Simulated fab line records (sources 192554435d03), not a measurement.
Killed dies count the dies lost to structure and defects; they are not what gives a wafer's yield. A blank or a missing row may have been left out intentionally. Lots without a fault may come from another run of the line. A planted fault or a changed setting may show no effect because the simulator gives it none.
Matching of chambers / flow n5Finfet / N5_MOL_CONTACT_COAG_ETCH_106 on rieDiel-02: 4 sister chambers
The step etches SOC in N2/H2, target depth 80 nm, overetch 16 nm, time 120 s. 4 wafers are shown with their chamber, then 8 later ones without.

## WAFERS, EACH WITH ITS CHAMBER
wafer=L083.4; chamber=2; showerheadPlenumPTorr (Torr)=2.62
wafer=L081.4; chamber=3; showerheadPlenumPTorr (Torr)=2.55
wafer=L081.6; chamber=1; showerheadPlenumPTorr (Torr)=2.64
wafer=L085.2; chamber=0; showerheadPlenumPTorr (Torr)=2.71

## WAFERS WHOSE CHAMBER IS MISSING
wafer=L085.4; showerheadPlenumPTorr (Torr)=2.54
wafer=L085.6; showerheadPlenumPTorr (Torr)=2.64
wafer=L088.1; showerheadPlenumPTorr (Torr)=2.61
wafer=L088.2; showerheadPlenumPTorr (Torr)=2.64
wafer=L088.6; showerheadPlenumPTorr (Torr)=2.54
wafer=L091.1; showerheadPlenumPTorr (Torr)=2.64
wafer=L091.5; showerheadPlenumPTorr (Torr)=2.61
wafer=L091.6; showerheadPlenumPTorr (Torr)=2.64

## EACH ONE'S CHAMBER
wafer=L085.4; from the rows above=3; in truth=3
wafer=L085.6; from the rows above=1; in truth=1
wafer=L088.1; from the rows above=2; in truth=2
wafer=L088.2; from the rows above=1; in truth=1
wafer=L088.6; from the rows above=3; in truth=3
wafer=L091.1; from the rows above=1; in truth=1
wafer=L091.5; from the rows above=2; in truth=2
wafer=L091.6; from the rows above=1; in truth=1
Correctly placed: 8 of 8. Number that these rows cannot place: 0. Number placed wrongly: 0.
How it was worked out, from the rows above alone: a wafer's distance from a chamber is the root of the sum, over the readings, of the square of ((its reading less the chamber's mean) divided by the reading's scatter). If the next closest chamber is less than 2 further off than the closest, the wafer can't be placed; otherwise it belongs to the closest. A chamber's mean is the mean of its shown wafers. The scatter: root of mean squared gap, hidden wafer to nearest shown wafer, with one shown wafer a chamber.
